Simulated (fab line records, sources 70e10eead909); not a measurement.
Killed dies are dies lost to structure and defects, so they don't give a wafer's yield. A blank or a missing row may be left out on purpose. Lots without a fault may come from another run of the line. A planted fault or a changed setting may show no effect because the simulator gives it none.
A struck lot beside a sound one | flow nand_harc | 24 steps out of a route of 1302
Sound: wafers L957.3, L957.5, L957.6. Struck: wafer L963.2. (L963.1, L963.3 of the same lot were not struck and are left out.) The cause comes at the end.
At each step with rows: each side's tool, then ch and its chambers, then its first start. Under that, the readings that differ: sound wafers | struck wafers | difference of the means | sigmas: that difference in standard deviations of wafers without a fault.
alike: readings whose means differ by less than 2 such deviations, and words and numbers that are the same on both sides. not compared: withheld readings, readings that some wafer has no value for, bounds like >300 that may hide the same value, and numbers for which the record gives no deviation and whose values overlap.
The two part at a step that has a row with sigmas, a row that says differs or no value, or rows on one side only. Numbers that don't overlap but have no deviation are shown without sigmas and don't part them. A reading that every wafer of one side lacks parts them only if that side has two wafers or more.

NHARC_P_M1_INSPECT_27:
  sound on defect_inspect-01, day 6 21:38; struck on defect_inspect-01, day 10 02:47
  alike: raw_defect_count
NHARC_P_M1_PRE_CLEAN_32: time 12 s.
  sound on pecvd-02 ch 1,2, day 6 21:43; struck on pecvd-03 ch 2, day 10 02:51
  alike: heater_power_w
NHARC_P_M1_DEP_33: deposits SiCN, target thk 30 nm.
  sound on pecvd-02 ch 1,2, day 6 21:50; struck on pecvd-03 ch 2, day 10 02:56
  alike: heater_power_w
then, 8 steps without rows for these wafers: NHARC_P_M2_DEP_00 (deposits SiOC, target thk 182.5 nm); NHARC_P_M2_DEHYDRATE_01 (time 120 s); NHARC_P_M2_HMDS_02 (time 30 s); NHARC_P_M2_COAT_34 (time 65 s); NHARC_P_M2_COAT_03 (resist thk 90 nm); NHARC_P_M2_SOFTBAKE_04 (time 55 s); NHARC_P_M2_EBR_05; NHARC_P_M2_EXPOSE_06 (exposes mask P M2, target cd 170 nm).
NHARC_P_M2_PEB_07: peb time 65 s.
  sound on litho_track-04 ch 0, day 6 22:58; struck on litho_track-04 ch 0, day 10 04:06
  reading                  | sound             | struck | difference | sigmas
  heater_power_total_W (W) | 156.6 156.3 156.7 | 196.3  | +39.8      | +99 or more
then, 1 step without rows for these wafers: NHARC_P_M2_DEVELOP_08 (develop time 35 s).
NHARC_P_M2_CD_MEAS_09: target cd 170 nm.
  sound on cd_sem-03 ch 0, day 6 23:02; struck on cd_sem-03 ch 0, day 10 04:11
  reading    | sound             | struck | difference | sigmas
  cd_nm (nm) | 170.2 169.7 169.8 | 155.0  | -14.9      | -23
NHARC_P_M2_OVL_MEAS_10: pitch 340 nm.
  sound on overlay-01, day 6 23:07; struck on overlay-01, day 10 04:16
  alike: overlay_x_nm, overlay_y_nm
NHARC_P_M2_INSPECT_11:
  sound on defect_inspect-02, day 6 23:10; struck on defect_inspect-01, day 10 04:19
  alike: raw_defect_count
NHARC_P_M2_DESCUM_14: chemistry O2, time 3 s.
  sound on rie_diel-08 ch 0,1,3, day 6 23:15; struck on rie_diel-08 ch 0, day 10 04:22
  reading               | sound             | struck | difference | sigmas
  model.P_M2.cd_nm (nm) | 170.3 168.7 170.3 | 154.9  | -14.9      |
  alike: drypump_motor_current_A, o2_flow_sccm, oes_product_au, rf_vpp_V, showerhead_plenum_p_Torr, throttle_valve_pct
  not compared: rf_hours_counter_h
NHARC_P_M2_ETCH_35: etches the open film in N2/H2, target depth 40 nm, overetch 12 nm, time 43.94 s.
  sound on rie_diel-08 ch 0,1,3, day 6 23:19; struck on rie_diel-08 ch 3, day 10 04:27
  alike: drypump_motor_current_A, oes_product_au, rf_vpp_V, showerhead_plenum_p_Torr, throttle_valve_pct
  not compared: rf_hours_counter_h
NHARC_P_M2_ETCH_15: etches the open film in C4F8/Ar, target depth 182.5 nm, time 91.2 s.
  sound on rie_diel-08 ch 1,2; struck on rie_diel-08 ch 2
  alike: oes_product_au, rf_vpp_V
  not compared: rf_hours_counter_h
NHARC_P_M2_CD_MEAS_16:
  sound on cd_sem-03, day 6 23:32; struck on cd_sem-02, day 10 04:40
  reading    | sound             | struck | difference | sigmas
  cd_nm (nm) | 170.4 168.8 170.3 | 154.7  | -15.1      | -19
NHARC_P_M2_STRIP_18: strips in N2/H2.
  sound on rie_diel-10 ch 0,1, day 6 23:36; struck on rie_diel-09 ch 0, day 10 04:45
  alike: drypump_motor_current_A, oes_product_au, rf_vpp_V, showerhead_plenum_p_Torr, throttle_valve_pct
  not compared: rf_hours_counter_h
NHARC_P_M2_ETCH_28: etches the open film in CF4/N2, target depth 30 nm, time 72.99 s.
  sound on rie_diel-10 ch 0,1; struck on rie_diel-09 ch 1
  reading               | sound           | struck | difference | sigmas
  model.P_M2.cd_nm (nm) | 170 168.6 170.1 | 155    | -15        |
  alike: drypump_motor_current_A, oes_product_au, rf_vpp_V, showerhead_plenum_p_Torr, throttle_valve_pct
  not compared: rf_hours_counter_h
then, 1 step without rows for these wafers: NHARC_P_M2_STRIP_19 (strips in post etch residue remover, time 600 s).
-- the record jumps here: 18 days lie between the struck wafers' starts before and after (it left off in module P_M2 and takes up again in module END, whose first step shown is number 1302 of the route) --
NHARC_END_SORT_01:
  sound on prober-02 ch 0, day 24 22:04; struck on prober-01 ch 0, day 28 07:17
  alike: defect_limited_yield, killed_at_array, killed_at_other, killed_at_periphery, killed_dies, killed_open, killed_short

WHERE THEY PART
First at NHARC_P_M2_PEB_07; last, within this record, at NHARC_P_M2_CD_MEAS_16. Later steps at which nothing parts them and some readings are alike: NHARC_P_M2_STRIP_18, NHARC_P_M2_ETCH_28, NHARC_END_SORT_01.

WHY: what the simulator had put in
Process parameter drift: litho_track-04, from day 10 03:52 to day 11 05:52, at NHARC_P_M2_PEB_07. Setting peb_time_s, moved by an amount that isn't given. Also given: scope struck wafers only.
